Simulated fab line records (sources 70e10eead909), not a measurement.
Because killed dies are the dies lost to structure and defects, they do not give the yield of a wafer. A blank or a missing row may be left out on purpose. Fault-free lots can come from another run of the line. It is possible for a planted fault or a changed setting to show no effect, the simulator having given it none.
Problem report in the 8D (eight disciplines) form, filled by code -- flow nand harc -- the parts of the form that need people (team, actions taken, sign-off) are left out

## 1. PROBLEM STATEMENT
At NHARC_P_GATE_CD_MEAS_59, cd nm averages 738.3 nm over 6 wafers from 2 lots, while fault-free wafers read 720.1 nm, standard deviation 1.4. Relative to the usual mean, that is a shift of +13 standard deviations.
The step: target cd 720 nm.
The first sign was on wafer L728.1 at day 10 15:32, on cd sem-01. Wafers with a number at this step in the record: 36, from 12 lots. Rule for "out", or "out of limits": more than 4 standard deviations from the usual mean. The other wafers with a number count as sound.

## 2. WHAT THIS IS AND IS NOT
question,is,is not
which readings at this step,cd nm,-
which lots,"L728, L729","L709, L710, L712, L715, L716, L717, L718, L720, L721, L730"
which wafers of those lots,all that have a number,-
read on which gauges,"cd sem-01, cd sem-03",cd sem-02
when,from day 10 15:32,up to then (27 sound wafers); but 3 sound wafers of L730 came after

## 3. THE SUSPECTS, EACH WITH WHAT RULES IT OUT
Counting: a tool at any process step up to the reading remains a suspect when it ran all the lots that are out and ran no sound lot after the first of those.
- the gauge at NHARC_P_GATE_CD_MEAS_59 has been ruled out. 2 gauges (cd sem-01, cd sem-03) read the wafers that are out.
- pecvd-03 at NHARC_P_GATE_DEP_103 (deposits SiON, target thk 30 nm): kept. It processed each lot that is out, first L728 at day 10 00:53, and no sound lot thereafter; up to then, the last sound lot it processed was L721 at day 8 04:29.
- rie si-05 at NHARC_P_GATE_ETCH_32 (etches the open film in HBr/Cl2, target depth 150 nm, time 100.1 s): kept. It processed each lot that is out, first L728 at day 10 02:20, and no sound lot thereafter; up to then, the last sound lot it processed was L720 at day 8 05:22.
- krf scanner-01 at NHARC_P_GATE_EXPOSE_56 (exposes mask P PSD, target cd 720 nm): kept. It processed each lot that is out, first L728 at day 10 15:23, and no sound lot thereafter; up to then, the last sound lot it processed was L720 at day 8 18:14. On those wafers its own readings are out: exposure dose mJ cm2.
pecvd-03 at NHARC_P_GATE_DEP_103, rie si-05 at NHARC_P_GATE_ETCH_32 and krf scanner-01 at NHARC_P_GATE_EXPOSE_56 are what is left after counting.

## 4. THE CAUSE (what the simulator had put in)
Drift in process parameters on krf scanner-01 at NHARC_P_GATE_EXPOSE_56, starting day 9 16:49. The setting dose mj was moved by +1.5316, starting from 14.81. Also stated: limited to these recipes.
After counting, 3 suspects remain, this tool included.

## 5. THE CHAIN OF EFFECTS, in route order
Each row: a reading whose mean over the struck wafers that have a number lies more than 3 standard deviations from the usual. Scope: only readings with a usual standard deviation given in the record; hours: median across lots of the time from each lot's start at the first step in this table that gives one to its start at this step; sigmas: change in usual standard deviations.
hours,step,reading,usual,on struck wafers,change,sigmas
0,NHARC_P_GATE_EXPOSE_56,exposure dose mJ cm2,14.807,16.358,+1.551,+91
0,NHARC_P_GATE_CD_MEAS_59,cd nm,720.1 nm,738.3,+18.2,+13
The process steps in it:
- NHARC_P_GATE_EXPOSE_56: exposes mask P PSD, target cd 720 nm.
At these later measuring or inspecting steps, every struck wafer for which the step has a row has a number for every such reading, and none has moved that far: NHARC_END_SORT_01.

## 6. WHAT WOULD HAVE CAUGHT IT SOONER
In this record the first reading out of limits at a measuring or inspecting step was taken at day 10 15:32, 23 hours after the fault began at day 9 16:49.
At NHARC_P_GATE_EXPOSE_56, the tool's own readings (exposure dose mJ cm2) were out on each struck wafer the step has a row for, so an alarm limit on them would have fired on the first such wafer.
Of the lots that are out (2), L729 began NHARC_P_GATE_EXPOSE_56 on krf scanner-01 after day 10 15:32. A hold on the tool at that time would have spared it.
